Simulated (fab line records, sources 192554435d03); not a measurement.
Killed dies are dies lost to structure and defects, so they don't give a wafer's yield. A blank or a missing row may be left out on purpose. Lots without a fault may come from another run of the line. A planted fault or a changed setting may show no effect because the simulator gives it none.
Chamber matching | flow n5_finfet | N5_BEOL_M0_ETCH_128 on rie_diel-04: 4 sister chambers
The step etches SiCN in CF4/N2, target depth 12 nm, overetch 5.1 nm, time 21.4 s. 4 wafers are shown with their chamber, then 8 later ones without.

WAFERS WITH THEIR CHAMBER
wafer  | chamber | throttle_valve_pct (%)
L088.2 | 0       | 15.03
L090.1 | 3       | 15.45
L090.3 | 1       | 15.76
L092.1 | 2       | 15.63

WAFERS WITHOUT THEIR CHAMBER
wafer  | throttle_valve_pct (%)
L092.3 | 15.78
L092.5 | 15.63
L093.3 | 15.78
L093.4 | 15.45
L093.6 | 15.79
L095.2 | 15.08
L095.4 | 15.46
L095.5 | 15.78

WHICH CHAMBER EACH WENT THROUGH
wafer  | from the rows above | in truth
L092.3 | 1                   | 1
L092.5 | 2                   | 2
L093.3 | 1                   | 1
L093.4 | 3                   | 3
L093.6 | 1                   | 1
L095.2 | 0                   | 0
L095.4 | 3                   | 3
L095.5 | 1                   | 1
Placed correctly: 8 of 8. Can't be placed from these rows: 0. Placed wrongly: 0.
How it was worked out, from the rows above alone: a wafer's distance from a chamber is the root of the sum, over the readings, of the square of ((its reading less the chamber's mean) divided by the reading's scatter). The wafer belongs to the nearest chamber; if the next one is less than 2 further off, it can't be placed. A chamber's mean is the mean of its shown wafers. The scatter: with one shown wafer a chamber, the root of the mean of the squares of how far each hidden wafer lies from its nearest shown one.
